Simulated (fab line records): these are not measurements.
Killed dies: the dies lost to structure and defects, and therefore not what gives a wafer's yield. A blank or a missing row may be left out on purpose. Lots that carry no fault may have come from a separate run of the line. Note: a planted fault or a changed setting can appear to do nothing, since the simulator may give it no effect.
Comparing a struck lot with a sound one / flow n5 finfet / 16 out of 1938 route steps
Sound: wafers L573.1, L573.3, L573.6. Struck: wafer L575.2. (L575.4 of the same lot was not struck and is left out.) The cause comes at the end.
At each step with rows: each side's tool, then ch and its chambers, then its first start. Under that, the readings that differ: sound wafers / struck wafers / difference of the means / sigmas: that difference in standard deviations of wafers without a fault.
alike: a reading whose means differ by less than 2 such deviations, as well as words and numbers matching on both sides. not compared: withheld readings; readings where some wafer has no value; bounds like >300 that might hide an equal value; numbers whose values overlap and for which the record gives no deviation.
A row with sigmas, a row that says differs or no value, or rows on one side alone: a step with any of these is where the two part. Numbers that have no deviation but don't overlap get no sigmas and don't part them. Lack of a reading on every wafer of one side parts them only where that side has two or more wafers.

first, 7 steps without rows for these wafers: N5_SDB_COAT_04 (time 60 s, resist thk 18 nm); N5_SDB_COAT_05 (resist thk 90 nm); N5_SDB_EBR_07; N5_SDB_SOFTBAKE_06 (time 60 s); N5_SDB_EXPOSE_08 (exposes mask SDB); N5_SDB_PEB_09 (peb time 60 s); N5_SDB_DEVELOP_10 (develop time 30 s).
N5_SDB_CD_MEAS_11: the cd target is 50 nm.
  sound on cd sem-01 ch 0, day 8 05:04; struck on cd sem-02 ch 0, day 8 18:40
  alike: cd nm
N5_SDB_OVL_MEAS_12:
  sound on overlay-01 ch 0, day 8 05:05; struck on overlay-02 ch 0, day 8 18:41
  alike: SDB_OVL
N5_SDB_INSPECT_13: inspects for defects (brightfield).
  sound on defect inspect-02 at day 8 05:07; struck on defect inspect-01 at day 8 18:43
  alike: raw defect count
N5_SDB_DESCUM_16: chemistry O2, time 7.9 s.
  sound on rie diel-01 ch 2,3, day 8 05:09; struck on rie diel-06 ch 0, day 8 18:45
  alike: drypump motor current A, oes product au, rf vpp V, showerhead plenum p Torr, throttle valve pct
  not compared: rf hours counter h
N5_SDB_ETCH_17: etches SiARC in CF4, target depth 23.4 nm, time 39 s.
  sound on rie diel-01 ch 2,3, day 8 05:11; struck on rie diel-06 ch 0, day 8 18:47
  alike: drypump motor current A, etch rf on time s, mfc ar sccm, oes product au, rf vpp V, showerhead plenum p Torr, throttle valve pct
  not compared: rf hours counter h
N5_SDB_ETCH_18: etches SOC in N2/H2, target depth 100 nm, overetch 20 nm, time 150 s.
  sound on rie diel-01 ch 2,3, day 8 05:13; struck on rie diel-06 ch 0, day 8 18:49
reading=rf vpp V (V); sound=525.1 525.4 525.0; struck=519.3; difference=-5.9; sigmas=-2
reading=model.SiARC_of_SDB_COAT_04.thk nm (nm); sound=12.8 12.8 12.8; struck=10.6; difference=-2.2; sigmas=
  alike: drypump motor current A, n2 flow sccm, oes product au, showerhead plenum p Torr, throttle valve pct
  not compared: rf hours counter h
then, 1 step without rows for these wafers: N5_SDB_STRIP_19 (strips in N2/H2).
-- the record jumps here: 5 days lie between the struck wafers' starts before and after (it left off in module SDB and takes up again in module BEOL_M4, whose first step shown is number 1111 of the route) --
N5_BEOL_M4_RC_MEAS_101:
  sound on prober-02 ch 0, day 12 10:08; struck on prober-02 ch 0, day 13 09:54
reading=VT_P (mV); sound=-248.9 -250.1 -245.5; struck=-255.0; difference=-6.8; sigmas=-2
  alike: DIBL_N, DIBL_P, IOFF_N, IOFF_P, ION_N, ION_P, SS_N, SS_P, VT_N
then, 1 step without rows for these wafers: N5_PASSIVATION_PROBE_49.

## WHERE THEY PART
First at N5_SDB_ETCH_18; last, within this record, at N5_BEOL_M4_RC_MEAS_101.

WHY: what the simulator had put in
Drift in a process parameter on rie diel-06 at N5_SDB_ETCH_18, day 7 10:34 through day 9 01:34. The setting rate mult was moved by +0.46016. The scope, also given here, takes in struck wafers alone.
